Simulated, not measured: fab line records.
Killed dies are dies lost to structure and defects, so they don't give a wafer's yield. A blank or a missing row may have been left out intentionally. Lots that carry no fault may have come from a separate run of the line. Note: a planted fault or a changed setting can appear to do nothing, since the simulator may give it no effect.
fab line records	flow n5Finfet	part 1 of 2: steps 1 to 4 of 6
record lots=22	wafers=66	lastDay=18
route steps=1938 shown SD_EPI_N@275 ILD0@335 SDB@361
lots untouched by any fault: they come from a run of this same line in which no faults occurred
startH: start of the lot's first displayed wafer, in hours after the record's first day	waitH: hours from the lot's prior step to this one	" unchanged from the row above	L1.1+2: a row that stands for several wafers	- no value, or no start given	* or withheld: withheld	< > ~ a bound
route shown NAME@n: NAME is a module with steps in the file, n the number in the route of the first one	usual: mean/standard deviation taken from wafers without a fault	same: alike in all rows	chamber/n: place in a boat	sites: per-site readings	_std_site: standard deviation of those values	_edge_site: inner sites' mean taken away from outer sites' mean	radiusMm: for every site, how far away it sits from the centre of the wafer	mask NAME#n: copy n	behind: the most recent tool/chamber to have shaped the wafer	hold: why the lot went on hold/how many hours it stayed there/how the hold came to an end	device: whichever transistor did not switch (one of n, p or np)	end of line: the tests these same wafers got at the end of their route	for a step that has no rows: nothing shown but its recipe	killed: not the wafer's yield, but the dies lost to structure and defects at the first sort	map: dies across one wafer; x = killed, . = not, _ = none there
set.NAME: the setting as run; set.NAME@STEP: as run at that earlier step	model.NAME: the simulator's own value behind a step, which no gauge read
a sample of lots followed through the steps of the route, with each step as a table and each wafer as a row
services: the hour from which a tool's chamber was out of use, counted from the record's first day as startH (under 0 if before that day), plus the number of hours and why
## steps
# step N5_SD_EPI_N_ETCH_35
# recipe chemistry=N2/H2	target=SOC	overetchA=1080	maskMaterial=SiARC	tempC=40	ionEnergyEv=100	sourceW=3000	biasW=133	pressureMtorr=20	timeS=486	n2FlowSccm=200	h2FlowSccm=200
# usual drypumpMotorCurrentA=5.9/0.5	oesProductAu=0.72/0.071	rfVppV=241.7/1.3	showerheadPlenumPTorr=2.61/0.084	throttleValvePct=23.7/0.43
lot.wafer	tool	chamber	startH	waitH	drypumpMotorCurrentA	oesProductAu	rfHoursCounterH	rfVppV	showerheadPlenumPTorr	throttleValvePct
L074.2	rieDiel-06	1	48.84	0.0	6.5	0.85	1	243.3	2.70	23.4
L074.4	"	2	"	"	5.9	0.62	218	240.0	2.48	23.3
L074.5	"	0	"	"	6.3	0.68	-	240.7	2.65	24.2
L075.1	rieDiel-04	2	56.27	0.0	6.2	0.77	46	243.2	2.72	23.8
L075.4	"	0	"	"	5.0	0.86	8	239.5	2.46	23.4
L075.6	"	0	"	"	5.0	0.86	-	240.9	2.46	23.4
L077.1	rieDiel-04	0	68.55	0.0	5.0	0.84	13	240.3	2.46	23.4
L077.4	"	2	"	"	6.2	0.76	-	242.8	2.72	23.8
L077.6	"	3	"	"	6.3	0.79	-	242.0	2.61	23.8
L078.1	rieDiel-05	2	72.52	0.0	5.4	0.78	42	241.1	2.49	23.4
L078.3	"	3	"	"	5.9	0.67	181	240.9	2.61	22.8
L078.6	"	3	"	"	5.8	0.67	-	241.3	2.61	22.8
L080.3	rieDiel-04	2	89.47	0.0	6.2	0.75	57	242.2	2.72	23.8
L080.4	"	3	"	"	6.3	0.77	46	242.7	2.61	23.8
L080.5	"	3	"	"	6.3	0.76	-	241.4	2.61	23.8
L081.1	rieDiel-06	3	93.46	0.0	5.0	0.69	150	242.4	2.66	24.1
L081.5	"	0	"	"	6.3	0.67	-	242.0	2.65	24.2
L081.6	"	1	"	"	6.5	0.79	-	243.5	2.69	23.4
L082.1	rieDiel-06	3	106.98	0.0	5.0	0.68	155	243.2	2.66	24.1
L082.5	"	2	"	"	5.9	0.61	-	240.3	2.47	23.3
L082.6	"	1	"	"	6.5	0.79	-	243.6	2.69	23.4
L083.2	rieDiel-04	3	108.04	0.0	6.3	0.76	53	240.8	2.60	23.8
L083.3	"	2	"	"	6.2	0.75	65	242.8	2.71	23.8
L083.4	"	0	"	"	5.0	0.81	27	239.3	2.45	23.4
L084.1	rieDiel-06	2	115.18	0.0	5.9	0.61	240	241.9	2.47	23.3
L084.2	"	1	"	"	6.5	0.78	26	242.6	2.69	23.4
L084.3	"	3	"	"	5.1	0.68	158	242.9	2.66	24.1
L085.1	rieDiel-06	2	116.79	0.0	5.9	0.61	240	239.7	2.47	23.3
L085.3	"	0	"	"	6.3	0.66	179	242.2	2.64	24.2
L085.4	"	3	"	"	5.0	0.68	158	241.8	2.66	24.1
L086.1	rieDiel-05	2	124.75	0.0	5.5	0.75	61	241.2	2.48	23.4
L086.3	"	1	"	"	5.8	0.68	129	242.2	2.66	24.3
L086.5	"	0	"	"	6.2	0.82	-	243.1	2.68	23.1
L088.1	rieDiel-06	2	132.78	0.0	5.9	0.60	245	241.4	2.47	23.3
L088.2	"	0	"	"	6.3	0.65	184	241.6	2.64	24.2
L088.5	"	0	"	"	6.3	0.66	-	242.3	2.64	24.3
L087.3	rieDiel-05	1	133.73	0.0	5.9	0.67	132	243.2	2.65	24.3
L087.4	"	1	"	"	5.8	0.68	-	241.8	2.65	24.3
L087.5	"	0	"	"	6.3	0.82	-	240.9	2.67	23.1
L089.1	rieDiel-05	1	140.16	0.0	5.8	0.68	135	242.6	2.65	24.3
L089.4	"	3	"	"	5.9	0.65	-	242.5	2.60	22.8
L089.6	"	0	"	"	6.2	0.82	-	244.3	2.67	23.1
L090.1	rieDiel-04	1	154.17	0.0	5.8	0.62	220	242.4	2.63	23.8
L090.2	"	0	"	"	5.0	0.79	42	238.8	2.45	23.4
L090.3	"	3	"	"	6.3	0.75	67	241.8	2.60	23.8
L091.1	rieDiel-06	1	157.81	0.1	6.5	0.76	42	242.3	2.68	23.5
L091.3	"	0	"	"	6.3	0.65	-	242.0	2.64	24.2
L091.6	"	1	"	"	6.5	0.76	-	242.1	2.68	23.5
L092.1	rieDiel-05	3	159.64	0.0	5.9	0.65	213	241.5	2.59	22.8
L092.4	"	1	"	"	5.8	0.67	142	241.1	2.65	24.3
L092.6	"	2	"	"	5.4	0.74	-	240.6	2.47	23.4
L093.3	rieDiel-06	0	170.75	0.0	6.4	0.65	198	240.3	2.64	24.3
L093.4	"	1	"	"	6.5	0.75	-	242.1	2.68	23.5
L093.5	"	3	"	"	5.0	0.66	-	241.7	2.65	24.1
L094.1	rieDiel-04	0	171.89	0.0	5.0	0.78	48	240.5	2.44	23.4
L094.2	"	1	"	"	5.8	0.62	226	242.2	2.63	23.8
L094.5	"	2	"	"	6.3	0.73	-	243.4	2.70	23.9
L095.1	rieDiel-06	1	179.31	0.0	6.5	0.75	49	242.5	2.68	23.5
L095.2	"	2	"	"	5.9	0.88	1	240.4	2.46	23.0
L095.5	"	3	"	"	5.1	0.67	-	241.8	2.65	24.1
L096.1	rieDiel-04	1	181.03	0.0	5.8	0.62	229	240.8	2.63	23.8
L096.2	"	3	"	"	6.3	0.74	76	239.7	2.59	23.8
L096.6	"	0	"	"	5.0	0.78	-	239.1	2.44	23.4
L097.1	rieDiel-05	3	188.92	0.0	5.8	0.64	222	242.9	2.59	22.9
L097.3	"	0	"	"	6.2	0.79	35	243.6	2.67	23.1
L097.5	"	0	"	"	6.2	0.79	-	242.8	2.67	23.1
# step N5_SD_EPI_N_ETCH_45
# recipe chemistry=CH3F/O2	target=SiOCN	targetDepthA=60	maskMaterial=SOC	ionEnergyEv=60	biasW=29	pressureMtorr=15	sourceW=410	Ar_flow_sccm=150	CH3F_flow_sccm=30	O2_flow_sccm=20
# usual O2_flow_sccm=20.00/0.061	drypumpMotorCurrentA=5.9/0.5	oesProductAu=0.81/0.085	rfVppV=127.8/0.94	showerheadPlenumPTorr=2.06/0.06	throttleValvePct=23.3/0.34
lot.wafer	tool	chamber	startH	waitH	O2_flow_sccm	drypumpMotorCurrentA	oesProductAu	rfHoursCounterH	rfVppV	showerheadPlenumPTorr	throttleValvePct
L074.2	rieDiel-06	1	49.26	0.1	19.92	6.5	0.98	2	128.2	2.13	23.2
L074.4	"	2	"	"	19.94	5.9	0.69	218	127.3	1.98	23.3
L074.5	"	0	"	"	19.98	6.3	0.77	-	127.6	2.09	23.6
L075.1	rieDiel-04	2	56.70	0.1	19.90	6.3	0.86	46	128.2	2.13	23.2
L075.4	"	0	"	"	19.97	5.0	0.95	9	127.8	1.96	23.6
L075.6	"	0	"	"	20.04	5.0	0.96	-	128.4	1.96	23.6
L077.1	rieDiel-04	0	68.98	0.1	20.00	5.0	0.94	13	127.1	1.96	23.7
L077.4	"	2	"	"	20.14	6.3	0.86	-	128.8	2.12	23.2
L077.6	"	3	"	"	19.95	6.3	0.89	-	129.4	2.03	22.9
L078.1	rieDiel-05	2	72.95	0.1	20.02	5.4	0.89	42	126.4	1.95	22.9
L078.3	"	3	"	"	20.02	5.9	0.74	181	127.0	2.06	22.7
L078.6	"	3	"	"	20.02	5.9	0.74	-	129.9	2.06	22.7
L080.3	rieDiel-04	2	89.90	0.1	20.03	6.3	0.86	57	127.8	2.12	23.2
L080.4	"	3	"	"	20.05	6.3	0.88	47	126.9	2.02	22.9
L080.5	"	3	"	"	19.99	6.3	0.88	-	126.6	2.02	22.9
L081.1	rieDiel-06	3	93.88	0.1	19.93	5.0	0.76	150	127.8	2.07	23.2
L081.5	"	0	"	"	19.97	6.3	0.75	-	128.0	2.08	23.6
L081.6	"	1	"	"	20.09	6.5	0.91	-	128.8	2.12	23.2
L082.1	rieDiel-06	3	107.41	0.1	20.01	5.0	0.77	155	128.2	2.07	23.2
L082.5	"	2	"	"	20.00	5.9	0.68	-	126.6	1.97	23.3
L082.6	"	1	"	"	19.90	6.5	0.90	-	128.5	2.12	23.2
L083.2	rieDiel-04	3	108.46	0.1	19.97	6.3	0.87	53	127.4	2.02	22.9
L083.3	"	2	"	"	20.02	6.3	0.83	65	127.7	2.12	23.2
L083.4	"	0	"	"	19.91	5.0	0.90	27	127.5	1.96	23.7
L084.1	rieDiel-06	2	115.60	0.1	19.96	5.9	0.68	240	127.8	1.97	23.3
L084.2	"	1	"	"	20.11	6.5	0.90	26	126.6	2.12	23.2
L084.3	"	3	"	"	20.01	5.0	0.76	158	127.4	2.06	23.2
L085.1	rieDiel-06	2	117.21	0.1	19.97	5.9	0.67	241	126.7	1.97	23.3
L085.3	"	0	"	"	19.96	6.3	0.74	179	128.5	2.08	23.7
L085.4	"	3	"	"	20.05	5.0	0.76	158	125.9	2.06	23.2
L086.1	rieDiel-05	2	125.17	0.1	20.01	5.4	0.86	61	126.7	1.94	23.0
L086.3	"	1	"	"	19.99	5.8	0.78	129	129.0	2.10	24.0
L086.5	"	0	"	"	20.03	6.2	0.92	-	127.4	2.11	22.8
L088.1	rieDiel-06	2	133.20	0.1	19.95	5.9	0.67	245	126.1	1.97	23.3
L088.2	"	0	"	"	20.00	6.3	0.74	184	128.6	2.08	23.7
L088.5	"	0	"	"	19.89	6.3	0.74	-	127.3	2.08	23.6
L087.3	rieDiel-05	1	134.16	0.1	19.98	5.8	0.77	132	127.7	2.10	24.0
L087.4	"	1	"	"	19.99	5.9	0.77	-	128.4	2.10	24.0
L087.5	"	0	"	"	19.88	6.2	0.91	-	130.0	2.11	22.8
L089.1	rieDiel-05	1	140.59	0.1	20.07	5.8	0.77	135	127.2	2.10	24.0
L089.4	"	3	"	"	20.06	5.8	0.72	-	127.9	2.05	22.8
L089.6	"	0	"	"	20.02	6.2	0.91	-	128.8	2.11	22.8
L090.1	rieDiel-04	1	154.59	0.1	19.98	5.8	0.68	220	128.6	2.06	23.1
L090.2	"	0	"	"	20.07	4.9	0.88	42	127.5	1.95	23.7
L090.3	"	3	"	"	20.05	6.3	0.85	67	129.0	2.02	22.9
L091.1	rieDiel-06	1	158.45	0.1	19.94	6.4	0.88	42	128.3	2.12	23.2
L091.3	"	0	"	"	20.07	6.4	0.73	-	127.5	2.08	23.7
L091.6	"	1	"	"	19.85	6.5	0.88	-	128.4	2.11	23.2
L092.1	rieDiel-05	3	160.07	0.1	19.89	5.8	0.71	213	128.7	2.05	22.8
L092.4	"	1	"	"	20.00	5.8	0.76	142	129.2	2.10	24.0
L092.6	"	2	"	"	20.08	5.4	0.85	-	127.4	1.94	23.0
L093.3	rieDiel-06	0	171.17	0.1	20.01	6.3	0.73	198	126.2	2.07	23.7
L093.4	"	1	"	"	20.02	6.5	0.86	-	127.5	2.11	23.2
L093.5	"	3	"	"	20.03	5.0	0.75	-	127.6	2.06	23.2
L094.1	rieDiel-04	0	172.32	0.1	20.12	5.0	0.87	48	128.3	1.95	23.7
L094.2	"	1	"	"	19.98	5.8	0.68	226	128.6	2.06	23.1
L094.5	"	2	"	"	19.89	6.3	0.82	-	129.7	2.11	23.3
L095.1	rieDiel-06	1	179.74	0.1	19.98	6.5	0.86	49	127.6	2.11	23.2
L095.2	"	2	"	"	20.05	5.9	0.99	1	126.3	1.97	23.0
L095.5	"	3	"	"	20.00	5.0	0.74	-	127.8	2.06	23.2
L096.1	rieDiel-04	1	181.45	0.1	19.99	5.8	0.68	229	128.4	2.06	23.1
L096.2	"	3	"	"	20.00	6.3	0.82	76	127.9	2.01	22.9
L096.6	"	0	"	"	20.01	5.0	0.87	-	127.4	1.95	23.7
L097.1	rieDiel-05	3	189.34	0.1	19.99	5.9	0.70	222	127.8	2.05	22.8
L097.3	"	0	"	"	20.06	6.2	0.87	35	127.9	2.10	22.8
L097.5	"	0	"	"	19.96	6.2	0.87	-	128.0	2.10	22.8
# step N5_ILD0_LINER_00
# recipe material=SiNx	targetThkA=40	tempC=400	aldPrecursorFamily=SiH2I2	aldCoReactant=N2/H2-plasma	pulseTimeS=1	purgeTimeS=2	coReactantPurgeTimeS=2	aldCycles=80	pressureTorr=2
# usual heaterPowerW=851/75	precursorPulseHeightRel=0.999/0.02
lot.wafer	tool	chamber	startH	waitH	heaterPowerW	precursorPulseHeightRel
L074.2	aldSin-02	3	57.96	0.2	894	1.023
L074.4	"	1	"	"	746	1.004
L074.5	"	0	"	"	907	1.013
L075.1	aldSin-04	1	65.27	0.2	888	0.986
L075.4	"	0	"	"	868	1.036
L075.6	"	3	"	"	903	0.990
L077.1	aldSin-02	3	77.93	0.0	886	1.013
L077.4	"	2	"	"	890	1.007
L077.6	"	2	"	"	869	0.991
L078.1	aldSin-04	3	81.38	0.0	900	0.990
L078.3	"	2	"	"	752	1.036
L078.6	"	2	"	"	756	0.997
L080.3	aldSin-02	1	98.62	0.0	768	0.988
L080.4	"	3	"	"	913	0.965
L080.5	"	0	"	"	908	0.980
L081.1	aldSin-04	2	102.46	0.0	703	0.962
L081.5	"	1	"	"	844	1.013
L081.6	"	0	"	"	881	0.987
L082.1	aldSin-02	2	115.96	0.0	867	1.006
L082.5	"	1	"	"	770	0.949
L082.6	"	0	"	"	915	1.002
L083.2	aldSin-04	0	117.19	0.0	911	1.040
L083.3	"	1	"	"	842	1.009
L083.4	"	2	"	"	686	1.015
L084.1	aldSin-04	1	125.14	0.0	856	1.011
L084.2	"	0	"	"	893	1.001
L084.3	"	3	"	"	868	1.010
L085.1	aldSin-04	1	126.00	0.0	837	0.981
L085.3	"	3	"	"	886	0.995
L085.4	"	2	"	"	700	0.981
L086.1	aldSin-03	1	133.62	0.0	955	1.013
L086.3	"	0	"	"	928	1.000
L086.5	"	2	"	"	714	0.997
L088.1	aldSin-02	1	141.57	0.0	761	0.975
L088.2	"	2	"	"	888	1.026
L088.5	"	1	"	"	757	0.964
L087.3	aldSin-04	0	142.98	0.3	905	0.981
L087.4	"	3	"	"	892	0.992
L087.5	"	0	"	"	895	0.991
L089.1	aldSin-04	3	149.90	0.0	842	0.961
L089.4	"	2	"	"	697	1.029
L089.6	"	2	"	"	704	1.001
L090.1	aldSin-03	2	163.05	0.0	710	0.983
L090.2	"	0	"	"	907	0.989
L090.3	"	1	"	"	951	0.991
L091.1	aldSin-02	0	167.10	0.0	908	0.958
L091.3	"	1	"	"	775	0.983
L091.6	"	0	"	"	896	0.999
L092.1	aldSin-03	1	168.67	0.0	971	1.006
L092.4	"	3	"	"	867	1.014
L092.6	"	0	"	"	945	0.982
L093.3	aldSin-02	2	180.09	0.0	858	0.974
L093.4	"	3	"	"	908	1.041
L093.5	"	0	"	"	908	0.976
L094.1	aldSin-04	0	181.15	0.0	915	0.997
L094.2	"	2	"	"	699	1.036
L094.5	"	1	"	"	838	1.005
L095.1	aldSin-02	2	188.16	0.0	901	0.960
L095.2	"	1	"	"	767	1.005
L095.5	"	1	"	"	774	0.966
L096.1	aldSin-03	1	191.98	0.2	937	0.988
L096.2	"	0	"	"	924	1.004
L096.6	"	0	"	"	906	1.009
L097.1	aldSin-04	0	199.44	0.0	925	0.987
L097.3	"	1	"	"	828	1.026
L097.5	"	1	"	"	858	0.999
# step N5_ILD0_THK_MEAS_04
# usual thkNm=197.5/1.6
lot.wafer	tool	chamber	startH	waitH	thkNm
L074.2	filmMetro-01	-	60.63	-	196.7
L074.4	"	-	"	"	195.9
L074.5	"	-	"	"	196.5
L075.1	filmMetro-01	-	68.06	-	200.0
L075.4	"	-	"	"	196.9
L075.6	"	-	"	"	195.6
L077.1	filmMetro-01	-	80.62	-	195.5
L077.4	"	-	"	"	197.9
L077.6	"	-	"	"	199.0
L078.1	filmMetro-02	-	84.04	-	198.9
L078.3	"	-	"	"	200.9
L078.6	"	-	"	"	197.8
L080.3	filmMetro-02	-	101.29	-	196.3
L080.4	"	-	"	"	197.2
L080.5	"	-	"	"	194.8
L081.1	filmMetro-02	-	105.12	-	195.7
L081.5	"	-	"	"	196.5
L081.6	"	-	"	"	199.8
L082.1	filmMetro-02	-	118.62	-	197.0
L082.5	"	-	"	"	196.7
L082.6	"	-	"	"	194.0
L083.2	filmMetro-01	-	119.85	-	196.8
L083.3	"	-	"	"	196.9
L083.4	"	-	"	"	195.6
L084.1	filmMetro-01	-	127.80	-	198.2
L084.2	"	-	"	"	198.2
L084.3	"	-	"	"	197.7
L085.1	filmMetro-01	-	128.66	-	199.4
L085.3	"	-	"	"	195.4
L085.4	"	-	"	"	195.9
L086.1	filmMetro-01	-	137.04	-	198.0
L086.3	"	-	"	"	195.9
L086.5	"	-	"	"	199.9
L088.1	filmMetro-01	-	144.23	-	195.5
L088.2	"	-	"	"	197.4
L088.5	"	-	"	"	198.4
L087.3	filmMetro-01	-	145.67	-	199.0
L087.4	"	-	"	"	199.4
L087.5	"	-	"	"	198.4
L089.1	filmMetro-01	-	152.64	-	200.7
L089.4	"	-	"	"	197.6
L089.6	"	-	"	"	197.4
L090.1	filmMetro-02	-	165.71	-	197.9
L090.2	"	-	"	"	197.6
L090.3	"	-	"	"	200.6
L091.1	filmMetro-01	-	169.76	-	197.7
L091.3	"	-	"	"	198.0
L091.6	"	-	"	"	196.7
L092.1	filmMetro-01	-	171.36	-	197.1
L092.4	"	-	"	"	197.3
L092.6	"	-	"	"	198.0
L094.1	filmMetro-01	-	184.06	-	197.5
L094.2	"	-	"	"	198.0
L094.5	"	-	"	"	198.3
L093.3	filmMetro-02	-	184.06	-	197.4
L093.4	"	-	"	"	199.6
L093.5	"	-	"	"	197.0
L095.1	filmMetro-02	-	190.85	-	198.4
L095.2	"	-	"	"	198.7
L095.5	"	-	"	"	198.6
L096.1	filmMetro-02	-	194.64	-	197.4
L096.2	"	-	"	"	197.8
L096.6	"	-	"	"	196.7
L097.1	filmMetro-01	-	202.59	-	195.5
L097.3	"	-	"	"	197.6
L097.5	"	-	"	"	198.0
